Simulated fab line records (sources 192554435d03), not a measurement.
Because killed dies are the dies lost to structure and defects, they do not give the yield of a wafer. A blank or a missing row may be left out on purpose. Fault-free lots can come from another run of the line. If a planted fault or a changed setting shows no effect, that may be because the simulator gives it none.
What tool caused it? ; flow n5_finfet ; Sampling: 10 lots, 30 wafers, 2 of 1938 route steps

WHAT THE GAUGES READ, wafer by wafer
N5_BEOL_M6_INSPECT_30: inspects for defects (brightfield). Usual: raw_defect_count 469, standard deviation 100.
lot;measured;on;raw_defect_count;flag
L317;day 9 03:49;defect_inspect-01;469 354 417;
L320;day 10 00:58;defect_inspect-02;510 571 620;
L322;day 10 16:21;defect_inspect-01;432 557 461;
L331;day 12 17:56;defect_inspect-01;445 591 466;
L332;day 13 08:59;defect_inspect-02;377 485 409;
L334;day 13 14:16;defect_inspect-02;531 623 499;
L335;day 13 17:19;defect_inspect-01;385 303 501;
L337;day 14 12:38;defect_inspect-01;526 553 480;
L339;day 15 01:35;defect_inspect-02;292 459 339;
L338;day 15 13:31;defect_inspect-02;313 408 367;

TOOL THAT RAN EACH LOT (tool first, then ch and the chambers of the sampled wafers, then the start)
lot;N5_BEOL_M6_STRIP_67
L317;rie_diel-02 ch 2,3, day 9 00:22
L320;rie_diel-01 ch 0,2,3, day 10 00:13
L322;rie_diel-04 ch 0,3, day 10 13:59
L331;rie_diel-02 ch 1,2,3, day 12 17:11
L332;rie_diel-01 ch 2,3, day 13 06:13
L334;rie_diel-02 ch 0,1, day 13 10:19
L335;rie_diel-04 ch 1,3, day 13 14:53
L337;rie_diel-01 ch 0,3, day 14 11:04
L339;rie_diel-02 ch 1,2,3, day 15 00:47
L338;rie_diel-04 ch 1,2,3, day 15 11:04
- N5_BEOL_M6_STRIP_67: strips in CF4.

WHAT THE TOOLS THEMSELVES READ (means of the sampled wafers that have a number; where no wafer has one, the mark that the record gives instead)
N5_BEOL_M6_STRIP_67. Usual: cf4_flow_sccm 150.0 sccm, standard deviation 0.48; drypump_motor_current_A 5.5 A, standard deviation 0.35; oes_product_au 0.80 a.u., standard deviation 0.077; rf_vpp_V 271.3 V, standard deviation 1.4; showerhead_plenum_p_Torr 1.81 Torr, standard deviation 0.041; throttle_valve_pct 13.58 %, standard deviation 0.18.
lot;tool;cf4_flow_sccm (sccm);drypump_motor_current_A (A);oes_product_au (a.u.);rf_vpp_V (V);showerhead_plenum_p_Torr (Torr);throttle_valve_pct (%);flag
L317;rie_diel-02;149.4;5.2;0.73;271.5;1.83;13.58;
L320;rie_diel-01;149.5;5.7;0.85;272.6;1.84;13.34;
L322;rie_diel-04;149.6;5.7;0.75;271.1;1.78;13.76;
L331;rie_diel-02;149.5;5.1;0.73;271.7;1.80;13.69;
L332;rie_diel-01;150.1;6.0;0.82;271.8;1.83;13.39;
L334;rie_diel-02;149.7;5.0;0.84;271.8;1.81;13.73;
L335;rie_diel-04;149.7;5.5;0.82;270.2;1.78;13.55;
L337;rie_diel-01;150.0;5.4;0.82;271.9;1.83;13.44;
L339;rie_diel-02;150.0;5.1;0.72;271.3;1.79;13.75;
L338;rie_diel-04;150.1;5.5;0.80;271.6;1.78;13.62;

THE ANSWER, worked out from the rows above alone
Rule: take the mean of a lot's wafers that have a number; if it is more than 3 standard deviations from the usual mean, the lot is off. Also off: a lot with no number at a reading for which 4 or more lots have one. Any other lot the step has rows for is counted as sound. After the gauges, taken in route order, come the tools' own readings; for these a lot's mean is taken, as printed above. At the first step where some lot is off, the reading lying furthest off is the one used; lots without a number count as furthest.
Across all readings shown, no lot is off: no conclusion can be drawn from this.

WHAT THE SIMULATOR PUT IN
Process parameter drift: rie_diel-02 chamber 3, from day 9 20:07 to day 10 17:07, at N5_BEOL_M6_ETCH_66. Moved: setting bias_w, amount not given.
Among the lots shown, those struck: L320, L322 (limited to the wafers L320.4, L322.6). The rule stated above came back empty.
